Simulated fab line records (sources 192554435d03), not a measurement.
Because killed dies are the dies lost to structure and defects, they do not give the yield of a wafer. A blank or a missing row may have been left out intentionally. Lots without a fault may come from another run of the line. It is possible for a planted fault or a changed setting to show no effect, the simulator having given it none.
fab line records | flow n5-finfet
record lots=5 wafers=15 last-day=16
route steps=1938 shown GATE_CUT@490 MOL_CONTACT_COAG@517 PASSIVATION@1936
lots that met no fault: from a run of the same line without faults
start-h: hours from the record's first day to the start of the lot's first wafer shown | wait-h: time in hours since the lot's previous step | " as in the row above | L1.1+2: a row that stands for several wafers | - no value, or no start given | * or withheld: withheld | < > ~ a bound
route shown NAME@n: NAME is a module with steps in the file, n the number in the route of the first one | usual: mean and standard deviation over wafers with no fault | same: alike in all rows | chamber/n: place in a boat | sites: per-site readings | _std_site: standard deviation across them | _edge_site: the outer-site mean with the inner-site mean subtracted | radius-mm: for every site, how far away it sits from the centre of the wafer | mask NAME#n: copy n | behind: the most recent tool/chamber to have shaped the wafer | hold: why the lot was held/for how many hours/how that ended | device: which transistor (n, p or np) failed to switch | end of line: tests of these same wafers at the route's end | for a step that has no rows: nothing shown but its recipe | killed: count of dies lost to structure and defects at first sort (not the wafer's yield) | map: the dies of a wafer, with x for killed, . for not killed, _ for no die there
set.NAME: the setting as run; set.NAME@STEP: as run at that earlier step | model.NAME: the simulator's own value behind a step, which no gauge read
lots at some steps of the route; a table a step, a row a wafer
services: the hour from which a tool's chamber was out of use, counted from the record's first day as start-h (under 0 if before that day), plus the number of hours and why
## steps
# step N5_GATE_CUT_DESCUM_18
# recipe chemistry=O2 time-s=7 source-power-w=50 bias-power-w=20 pressure-mtorr=20 rf-frequency-hz=2.712e+07 temp-c=40 resist=CAR-EUV o2-flow-sccm=225
# step N5_GATE_CUT_ETCH_28
# recipe chemistry=N2/H2 target=underlayer target-depth-a=130 mask-material=CAR-EUV time-s=10.4 ion-energy-ev=200 pressure-mtorr=30 source-w=840 bias-w=150 n2-flow-sccm=200 h2-flow-sccm=200 ends=cleared
# step N5_GATE_CUT_ETCH_36
# recipe chemistry=CF4 target=SiARC target-depth-a=130 mask-material=CAR-EUV time-s=21.7 ion-energy-ev=80 pressure-mtorr=40 source-w=545 bias-w=36 Ar_flow_sccm=100 cf4-flow-sccm=100 ends=cleared
# step N5_GATE_CUT_ETCH_37
# recipe chemistry=N2/H2 target=SOC target-depth-a=600 overetch-a=120 mask-material=SiARC temp-c=40 time-s=90 ion-energy-ev=200 pressure-mtorr=30 source-w=840 bias-w=150 n2-flow-sccm=200 h2-flow-sccm=200
# step N5_GATE_CUT_STRIP_38
# recipe chemistry=N2/H2 temp-c=40 n2-flow-sccm=200 h2-flow-sccm=200 rf-frequency-hz=6e+07
# step N5_GATE_CUT_STRIP_39
# recipe chemistry=N2/H2 temp-c=40 n2-flow-sccm=200 h2-flow-sccm=200 rf-frequency-hz=6e+07
# step N5_GATE_CUT_HM_OPEN_40
# recipe chemistry=C4F6/O2 target=SiO2 mask-material=SiARC target-depth-a=1390 time-s=85.1 ion-energy-ev=250 pressure-mtorr=30 source-w=345 bias-w=185 Ar_flow_sccm=300 C4F6_flow_sccm=10 O2_flow_sccm=10 ends=cleared
# step N5_GATE_CUT_STRIP_41
# recipe chemistry=CF4 resist=SiARC power-w=300 bias-power-w=75 pressure-mtorr=50 cf4-flow-sccm=150 rf-frequency-hz=6e+07
# step N5_GATE_CUT_STRIP_42
# recipe chemistry=O2 power-w=400 temp-c=40 pressure-mtorr=30 rf-frequency-hz=6e+07 bias-power-w=0 overash-fraction=0.3 o2-flow-sccm=225
# step N5_GATE_CUT_ETCH_19
# recipe chemistry=CH3F/O2 target=SiNx mask-material=SiO2 target-depth-a=537 time-s=76.7 pressure-mtorr=30 source-w=395 bias-w=73 Ar_flow_sccm=150 CH3F_flow_sccm=30 O2_flow_sccm=20 ion-energy-ev=120 ends=cleared
# step N5_GATE_CUT_CUT_ETCH_53
# recipe chemistry=SF6/Cl2 target=W mask-material=SiO2 target-depth-a=792 pressure-mtorr=8 icp-w=900 bias-w=80 SF6_flow_sccm=40 Cl2_flow_sccm=60 ends=cleared
# step N5_GATE_CUT_CUT_ETCH_54
# recipe chemistry=Cl2/BCl3 target=TiN mask-material=SiO2 target-depth-a=967 pressure-mtorr=10 icp-w=1000 bias-w=126 Cl2_flow_sccm=53.25 bcl3-flow-sccm=21.75 Ar_flow_sccm=25 ends=cleared
# step N5_GATE_CUT_CUT_ETCH_55
# recipe chemistry=BCl3 target=HfO2 mask-material=SiO2 target-depth-a=32 ion-energy-ev=30 pressure-mtorr=5 icp-w=450 bias-w=18 bcl3-flow-sccm=80
# usual drypump-motor-current-A=5.5/0.38 oes-product-au=0.79/0.082 throttle-valve-pct=33.2/0.5
# columns lot.wafer tool chamber start-h wait-h drypump-motor-current-A oes-product-au rf-hours-counter-h throttle-valve-pct
L456.3 rie-metal-01 0 118.22 0.0 5.3 0.75 - 32.8
L456.4 " 1 " " 6.1 0.84 - 33.6
L456.5 " 0 " " 5.3 0.75 - 32.8
L462.2 rie-metal-01 0 151.44 0.0 5.3 0.75 61 32.8
L462.3 " 0 " " 5.3 0.74 - 32.8
L462.6 " 1 " " 6.1 0.82 - 33.6
L464.1 rie-metal-01 0 165.27 0.0 5.3 0.73 62 32.8
L464.2 " 1 " " 6.1 0.82 28 33.6
L464.5 " 1 " " 6.1 0.82 - 33.6
L465.2 rie-metal-01 0 170.83 0.0 5.3 0.73 63 32.8
L465.3 " 0 " " 5.3 0.74 - 32.8
L465.5 " 0 " " 5.3 0.74 - 32.8
L471.2 rie-metal-03 1 205.54 0.0 5.6 0.89 14 33.1
L471.3 " 0 " " 4.9 0.65 - 33.9
L471.4 " 1 " " 5.6 0.89 - 33.1
# step N5_GATE_CUT_ETCH_47
# recipe chemistry=Cl2/BCl3 target=SiO2 target-depth-a=100 pressure-mtorr=10 icp-w=1000 bias-w=126 Cl2_flow_sccm=53.25 bcl3-flow-sccm=21.75 Ar_flow_sccm=25
# step N5_GATE_CUT_VAPOR_ETCH_48
# recipe chemistry=BCl3/Cl2 target=TiN mode=isotropic
# step N5_GATE_CUT_VAPOR_ETCH_49
# recipe chemistry=BCl3/Cl2 target=TiAlC mode=isotropic
# step N5_GATE_CUT_VAPOR_ETCH_51
# recipe chemistry=BCl3/Cl2 target=HfO2 mode=isotropic
# step N5_GATE_CUT_STRIP_21
# recipe chemistry=N2/H2 time-s=30 power-w=1000 temp-c=250 pressure-mtorr=withheld n2-flow-sccm=1750 h2-flow-sccm=3250
# step N5_GATE_CUT_STRIP_29
# recipe chemistry=post-etch-residue-remover time-s=60 temp-c=25 remover-ph=withheld remover-water-wt-pct=withheld remover-fluoride-wt-pct=withheld
# step N5_GATE_CUT_SRD_52
# recipe dry=ipa-marangoni time-s=30 temp-c=23 rinse-liquid=diw
# step N5_GATE_CUT_ALD_22
# recipe material=SiNx target-thk-a=160 temp-c=400 ald-precursor-family=SiH2I2 ald-co-reactant=N2/H2-plasma pulse-time-s=1 ald-cycles=320 purge-time-s=2 co-reactant-purge-time-s=2 pressure-torr=2
# step N5_GATE_CUT_CMP_23
# recipe stop-on=SiO2 t-overpolish-s=23.4 post-cmp-clean=alkaline-brush down-force-psi=2.5 platen-rpm=51.8 pad-velocity-m-s=1.0307 target-thk-nm=16
# step N5_GATE_CUT_CMP_43
# recipe material=SiO2 post-cmp-clean=rinse-only
# step N5_GATE_CUT_CMP_61
# recipe stop-on=SiNx t-overpolish-s=3 post-cmp-clean=alkaline-brush down-force-psi=4 platen-rpm=27.09 pad-velocity-m-s=0.539
# step N5_MOL_CONTACT_COAG_COAT_103
# recipe resist=SOC temp-c=250 time-s=60 spin-rpm=1500 resist-thk-nm=80
# step N5_MOL_CONTACT_COAG_COAT_104
# recipe resist=SiARC temp-c=220 time-s=60 spin-rpm=1500 resist-thk-nm=12
# step N5_MOL_CONTACT_COAG_COAT_58
# recipe resist=underlayer temp-c=205 time-s=60 spin-rpm=1500 resist-thk-nm=10
# step N5_MOL_CONTACT_COAG_COAT_02
# recipe resist=CAR-EUV spin-rpm=1500 resist-thk-nm=30
# step N5_MOL_CONTACT_COAG_EBR_04
# recipe solvent=PGMEA ebr-width-mm=1.5
# step N5_MOL_CONTACT_COAG_SOFTBAKE_03
# recipe temp-c=110 time-s=60 resist=CAR-EUV
# step N5_MOL_CONTACT_COAG_EXPOSE_05
# recipe mask-id=CA na=0.33 source-shape=annular sigma-inner=0.4 sigma-outer=0.8 polarization=unpolarized defocus-nm=0 dose-mj=38.25
# step N5_MOL_CONTACT_COAG_PEB_06
# recipe peb-temp-c=100 peb-time-s=60 resist=CAR-EUV
# step N5_MOL_CONTACT_COAG_DEVELOP_07
# recipe develop-time-s=30 developer=TMAH resist=CAR-EUV rinse-liquid=surfactant-rinse dry=air-spin dev-temp-c=23
# step N5_MOL_CONTACT_COAG_DESCUM_13
# recipe chemistry=O2 time-s=7 source-power-w=50 bias-power-w=20 pressure-mtorr=20 rf-frequency-hz=2.712e+07 temp-c=40 resist=CAR-EUV o2-flow-sccm=225
# step N5_MOL_CONTACT_COAG_ETCH_59
# recipe chemistry=N2/H2 target=underlayer target-depth-a=130 mask-material=CAR-EUV time-s=10.4 ion-energy-ev=200 pressure-mtorr=30 source-w=840 bias-w=150 n2-flow-sccm=200 h2-flow-sccm=200 ends=cleared
# step N5_MOL_CONTACT_COAG_ETCH_105
# recipe chemistry=CF4 target=SiARC target-depth-a=156 mask-material=CAR-EUV time-s=26 ion-energy-ev=80 pressure-mtorr=40 source-w=545 bias-w=36 Ar_flow_sccm=100 cf4-flow-sccm=100 ends=cleared
# step N5_PASSIVATION_PROBE_49
# usual defect-limited-yield=91.3/1.5 killed_at_M0_to_M3=35/10 killed_at_M4_up=13/5.3 killed-at-contacts=12/5.7 killed-at-front-end=39/11 killed-at-other=3.3/2.7 killed-dies=102/18 killed-on-rim=13/4 killed-open=67/13 killed-short=34/7.8 sort_bin_5_function=5.1/1 sort_bin_6_memory=3.3/0.68 sort-n-pass=1078/18 sort-yield-pct=91.3/1.5
# same gross-dies=1180 killed-at-back-side=0 sort_bin_4_leakage[%]=0 sort_bin_8_speed[%]=0
# columns lot.wafer tool chamber start-h wait-h defect-limited-yield[%] killed_at_M0_to_M3 killed_at_M4_up killed-at-contacts killed-at-front-end killed-at-other killed-dies killed-on-rim killed-open killed-short sort_bin_5_function[%] sort_bin_6_memory[%] sort-n-pass sort-yield-pct[%]
L456.3 prober-01 - 290.86 0.1 91.6 39 20 15 23 2 99 18 77 21 4.7 3.6 1081 91.6
L456.4 prober-01 - 290.91 0.2 93.6 21 15 7 25 8 76 10 46 28 3.9 2.4 1104 93.6
L456.5 prober-01 - 290.96 0.2 91.9 26 17 19 24 10 96 10 59 37 4.3 3.6 1084 91.9
L462.2 prober-02 - 328.13 0.1 81.0 23 8 15 177 1 224 29 70 29 11.9 3.7 956 81.0
L462.3 prober-02 - 328.18 0.1 80.5 31 10 13 174 2 230 29 74 27 12.0 4.2 950 80.5
L464.1 prober-02 - 341.64 0.7 80.5 34 14 22 159 1 230 23 68 28 12.1 3.9 950 80.5
L464.2 prober-02 - 341.69 0.7 90.7 28 22 16 43 1 110 17 69 40 5.8 3.1 1070 90.7
L464.5 prober-02 - 341.84 0.9 88.6 26 27 19 61 1 134 22 93 37 6.4 4.6 1046 88.6
L465.2 prober-02 - 358.83 0.4 80.0 44 16 8 165 3 236 29 70 42 12.4 3.9 944 80.0
L465.3 prober-02 - 358.88 0.4 82.2 19 13 13 161 4 210 24 62 29 10.9 3.1 970 82.2
L465.5 prober-02 - 358.98 0.5 80.3 42 21 19 151 0 233 34 70 44 12.1 4.2 947 80.3
L471.2 prober-01 - 375.57 0.1 90.4 32 19 10 51 1 113 13 65 40 5.9 2.7 1067 90.4
L471.3 prober-01 - 375.62 0.1 90.0 50 16 10 40 2 118 9 73 45 6.7 3.1 1062 90.0
L471.4 prober-01 - 375.67 0.2 89.0 43 14 18 47 8 130 23 85 45 6.5 4.3 1050 89.0
# killed by level:class
L456.3 MOL_CONTACT_COAG:geometric-particle:open=13 BEOL_M2:geometric-particle:open=8 BEOL_M0_SAQP:geometric-particle:open=7 BEOL_M3:geometric-particle:open=7 BEOL_M4:geometric-particle:open=6 FIN_SAQP:geometric-particle:open=5 DUMMY_GATE:geometric-particle:open=5 BEOL_M5:geometric-particle:open=5
L456.4 BEOL_M4:geometric-particle:open=8 STI_FIN_REVEAL:geometric-particle:open=6 BEOL_M0:geometric-particle:short=5 MOL_CONTACT_COAG:geometric-particle:short=4 BEOL_M1:geometric-particle:open=4 STARTING-WAFER:geometric-particle:short=4 FIN_SAQP:geometric-particle:open=3 DUMMY_GATE:geometric-particle:open=3
L456.5 MOL_CONTACT_COAG:geometric-particle:open=11 MOL_CONTACT_COAG:geometric-particle:short=8 BEOL_M4:geometric-particle:open=6 BEOL_M0_SAQP:geometric-particle:open=5 DUMMY_GATE:geometric-particle:open=4 BEOL_M0_SAQP:geometric-particle:short=4 BEOL_M1:geometric-particle:open=4 BEOL_M2:geometric-particle:open=4
L462.2 GATE_CUT:unspecified=123 FIN_SAQP:geometric-particle:open=15 STI_FIN_REVEAL:geometric-particle:open=14 MOL_CONTACT_COAG:geometric-particle:open=13 FIN_SAQP:geometric-particle:short=11 BEOL_M0_SAQP:geometric-particle:short=6 BEOL_M3:geometric-particle:open=6 BEOL_M4:geometric-particle:open=4
L462.3 GATE_CUT:unspecified=128 STI_FIN_REVEAL:geometric-particle:open=19 BEOL_M0_SAQP:geometric-particle:open=11 FIN_SAQP:geometric-particle:open=9 MOL_CONTACT_COAG:geometric-particle:open=9 FIN_SAQP:geometric-particle:short=7 BEOL_M1:geometric-particle:open=6 BEOL_M3:geometric-particle:open=5
L464.1 GATE_CUT:unspecified=133 MOL_CONTACT_COAG:geometric-particle:open=17 BEOL_M2:geometric-particle:open=10 STI_FIN_REVEAL:geometric-particle:open=7 BEOL_M4:geometric-particle:open=6 MOL_CONTACT_COAG:geometric-particle:short=5 BEOL_M3:geometric-particle:open=5 FIN_SAQP:geometric-particle:open=4
L464.2 BEOL_M4:geometric-particle:open=17 MOL_CONTACT_COAG:geometric-particle:open=12 FIN_SAQP:geometric-particle:short=11 BEOL_M1:geometric-particle:open=8 STI_FIN_REVEAL:geometric-particle:open=6 STARTING-WAFER:geometric-particle:short=6 FIN_SAQP:geometric-particle:open=5 ILD0:geometric-particle:short=5
L464.5 STI_FIN_REVEAL:geometric-particle:open=29 MOL_CONTACT_COAG:geometric-particle:open=17 BEOL_M4:geometric-particle:open=11 STI_FIN_REVEAL:geometric-particle:short=8 BEOL_M4:geometric-particle:short=7 FIN_SAQP:geometric-particle:open=6 FIN_SAQP:geometric-particle:short=5 BEOL_M0_SAQP:geometric-particle:short=5
L465.2 GATE_CUT:unspecified=122 BEOL_M0_SAQP:geometric-particle:open=11 FIN_SAQP:geometric-particle:short=8 MOL_CONTACT_COAG:geometric-particle:open=8 BEOL_M0_SAQP:geometric-particle:short=8 BEOL_M0:geometric-particle:open=7 BEOL_M2:geometric-particle:open=7 FIN_SAQP:geometric-particle:open=6
L465.3 GATE_CUT:unspecified=119 FIN_SAQP:geometric-particle:open=10 STI_FIN_REVEAL:geometric-particle:open=10 MOL_CONTACT_COAG:geometric-particle:open=9 BEOL_M4:geometric-particle:open=9 BEOL_M0_SAQP:geometric-particle:open=7 FIN_SAQP:geometric-particle:short=6 MOL_CONTACT_COAG:geometric-particle:short=4
L465.5 GATE_CUT:unspecified=119 MOL_CONTACT_COAG:geometric-particle:open=15 FIN_SAQP:geometric-particle:short=12 BEOL_M0_SAQP:geometric-particle:short=9 BEOL_M0:geometric-particle:open=9 BEOL_M4:geometric-particle:open=7 BEOL_M1:geometric-particle:open=6 FIN_SAQP:geometric-particle:open=5
L471.2 BEOL_M5:geometric-particle:open=7 MOL_CONTACT_COAG:geometric-particle:open=7 BEOL_M0_SAQP:geometric-particle:open=7 BEOL_M2:geometric-particle:open=7 HKMG_FIN:area-etch=7 FIN_SAQP:geometric-particle:short=6 BEOL_M1:geometric-particle:open=6 BEOL_M1:geometric-particle:short=5
L471.3 BEOL_M3:geometric-particle:open=14 FIN_SAQP:geometric-particle:short=11 BEOL_M1:geometric-particle:open=10 BEOL_M2:geometric-particle:open=9 MOL_CONTACT_COAG:geometric-particle:open=7 BEOL_M0_SAQP:geometric-particle:open=5 SPACER0:geometric-particle:short=4 GATE_CUT:geometric-particle:short=4
L471.4 BEOL_M1:geometric-particle:open=16 MOL_CONTACT_COAG:geometric-particle:open=15 FIN_SAQP:geometric-particle:short=13 BEOL_M3:geometric-particle:open=8 BEOL_M2:geometric-particle:open=7 BEOL_M4:geometric-particle:open=7 GATE_CUT:geometric-particle:short=5 PASS1_CAP:geometric-particle:open=4
# map L462.3 (x killed, . not)
_________________xxxxxxxx....________________
______________xxxxxxxxxxxx......_____________
___________xxxxxxxxxxxxxxxx........__________
__________x.xxxxxxxxxxxxxx......x..._________
________x..xxxxxxxxxxxxxxx..x.......x._______
_______....xxxxxxxxxxxxxxx.x......x....______
______....xxxxxxxxxxxxxxxx.............._____
_____........x.xxxxxxxxxx................____
____x......x.xxxxxxxxxxxx..x..............___
___.....x.....xxxxxxxxxx....x....x......x..__
___.x.........x...xx.......xx....x.........__
__...........x...xx.x.x...................x._
__x..........x..x..........x................_
_...............................x........xx..
_...x.x.......x.x.x.............x............
_............................................
_........x.....xx..........x.x...............
_..........x..x.......x...........x.xx.....x.
_........x............x..x...........x...xx..
_..x.........x...........x.....x.x...........
_.....x..............x.......x.......xx......
__.........xxx.....xx......................._
__.......................x.................._
___......x..........x.x....................__
___........x..............x...x............__
____......................x..x......x.....___
_____.x................x.................____
______......................xx.........._____
_______x...x................x..........______
________...x.........................._______
__________...x.........x..........x._________
___________..x......x......x.....x.__________
______________...x........x...x._____________
_________________............________________
# map L464.1 (x killed, . not)
_________________xxxxxxxxx...________________
______________xxxxxxxxxxxx......_____________
___________.xxxxxxxxxxxxx..........__________
__________.xxxxxxxxxxxxxxx.x........_________
________....xxxxxxxxxxxxxx..x...xxx..._______
_______...xx.xxxxxxxxxxxxx.x...........______
______.x....xxxxxxxxxxxxxx.x............_____
_____.....x.xxxxxxxxxxxxx.x.........x....____
____........xxxxxxxxxxxxxx................___
___........xxx.xxxx.xxx.x..................__
___...x........x.x.x..xx............x......__
__.x.......x...........x.x......x..........._
__.................xx........x.......x......_
_....x.......x...........x..............x....
_...x.x..........x.............x...........x.
_.......x.........x..................x.......
_.....................x...............x..x.x.
_.x...x..x..............x.....x.......x......
_.......xx...x.............xx....x..xx.......
_..........................................x.
_......x.........x.........x..x.............x
__.......................x..............xx.._
__..xx....x...........xx.x..x............x.._
___..................x.....x.......x...x...__
___..........x......x............x....x...x__
____..x...x................xx.............___
_____..xx................................____
______...x...x..x..x......x............._____
_______...................x............______
________...............x..x..........._______
__________.........................._________
___________..............x........x__________
______________.................._____________
_________________......x.....________________
## services
# columns tool chamber start-h hours kind
rie-metal-01 0 134.08 6.0 repair
rie-metal-03 - 166.18 2.2 repair
## key
first-sign step=N5_PASSIVATION_PROBE_49 reading=killed-at-front-end direction=up sigmas=11 usual=39 struck=164
effect step=N5_PASSIVATION_PROBE_49 reading=killed-dies direction=up sigmas=7 usual=102 struck=227
more-kills-born-at N5_GATE_CUT_CUT_ETCH_55@rie-metal-01=744
met-at N5_GATE_CUT_CUT_ETCH_55
struck-wafers L462.2,L462.3,L464.1,L465.2,L465.3,L465.5
onset-between 118.22 151.44
fault kind=chamber-particle-source tool=rie-metal-01 chamber=0 onset-h=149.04 steps=N5_GATE_CUT_CUT_ETCH_55 rate-per-visit-cm2=1.4458 end-h=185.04
